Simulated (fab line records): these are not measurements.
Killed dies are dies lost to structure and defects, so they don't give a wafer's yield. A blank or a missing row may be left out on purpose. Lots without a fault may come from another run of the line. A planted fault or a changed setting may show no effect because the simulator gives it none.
2 desks looking at one fault -- flow n5-finfet -- what lay behind the numbers comes last; until then each desk has only its own

== TOOL OWNER'S DESK, cvd-co-01 ==
The tool's own readings at N5_BEOL_M3_CO_CAP_55 (material Co, precursor CCTBA/H2, target thk 2 nm, time 102.1 s): means of the sampled wafers that have a number, for each lot that ran on this tool. Any lot whose mean is over 4 standard deviations away from the usual mean is out of limits and marked OUT; that distance is given in the brackets.
Columns: A = chamber-pressure-Torr at N5_BEOL_M3_CO_CAP_55, usual 30.00 Torr; B = heater-power-outer-w at N5_BEOL_M3_CO_CAP_55, usual 135 W; C = heater-power-w at N5_BEOL_M3_CO_CAP_55, usual 251 W; D = susceptor-temp-C at N5_BEOL_M3_CO_CAP_55, usual 199.99 C
lot,first seen here,A,B,C,D
L872,day 7 21:50,29.99,157,287,200.10
L873,day 8 00:02,29.97,141,263,199.90
L884,day 11 01:58,30.04,140,256,199.98
L886,day 12 03:57,30.00,123,229,200.10
L889,day 12 09:52,29.96,155,288,200.05
L888,day 12 11:54,30.06,120,227,199.97
This desk's verdict: no lot among the 6 shows anything out of limits.

== FROM THE METROLOGY DESK ==
What the gauges read, lot by lot, whatever tool the lot ran on: means of the sampled wafers that have a number. Any lot whose mean is over 4 standard deviations away from the usual mean is out of limits and marked OUT; that distance is given in the brackets. Only the readings that lie furthest out on some lot appear, 7 of the 11 it has.
Columns: A = DIBL_P at N5_BEOL_M4_RC_MEAS_101, usual 36.2 mV/V; B = IOFF_N at N5_BEOL_M4_RC_MEAS_101, usual 0.16 nA/um; C = IOFF_P at N5_BEOL_M4_RC_MEAS_101, usual 0.21 nA/um; D = ION_N at N5_BEOL_M4_RC_MEAS_101, usual 673 uA/um; E = ION_P at N5_BEOL_M4_RC_MEAS_101, usual 462 uA/um; F = VT_N at N5_BEOL_M4_RC_MEAS_101, usual 250 mV; G = VT_P at N5_BEOL_M4_RC_MEAS_101, usual -251 mV
lot,first seen here,A,B,C,D,E,F,G
L872,day 7 22:09,40.2,0.25,0.31,699,475,241,-244
L873,day 8 00:21,34.9,0.14,0.19,676,466,249,-252
L878,day 10 06:22,38.4,0.18,0.24,685,466,248,-247
L879,day 10 12:02,36.9,0.17,0.22,671,459,250,-251
L884,day 11 02:16,36.0,0.16,0.22,679,464,251,-250
L885,day 11 03:01,32.5,0.11,0.15,655,446,256,-255
L886,day 12 04:17,36.0,0.16,0.22,674,465,250,-249
L889,day 12 10:10,36.0,0.14,0.19,671,458,252,-252
L888,day 12 12:13,34.8,0.15,0.20,671,461,248,-252
L890,day 13 00:34,35.4,0.14,0.22,672,464,250,-249
This desk's verdict: no lot among the 10 shows anything out of limits.

== TAKEN TOGETHER ==
Nothing out of limits was seen by the tool owner's desk.
The metrology desk saw nothing out of limits.

== WHAT WAS PUT IN BY THE SIMULATOR ==
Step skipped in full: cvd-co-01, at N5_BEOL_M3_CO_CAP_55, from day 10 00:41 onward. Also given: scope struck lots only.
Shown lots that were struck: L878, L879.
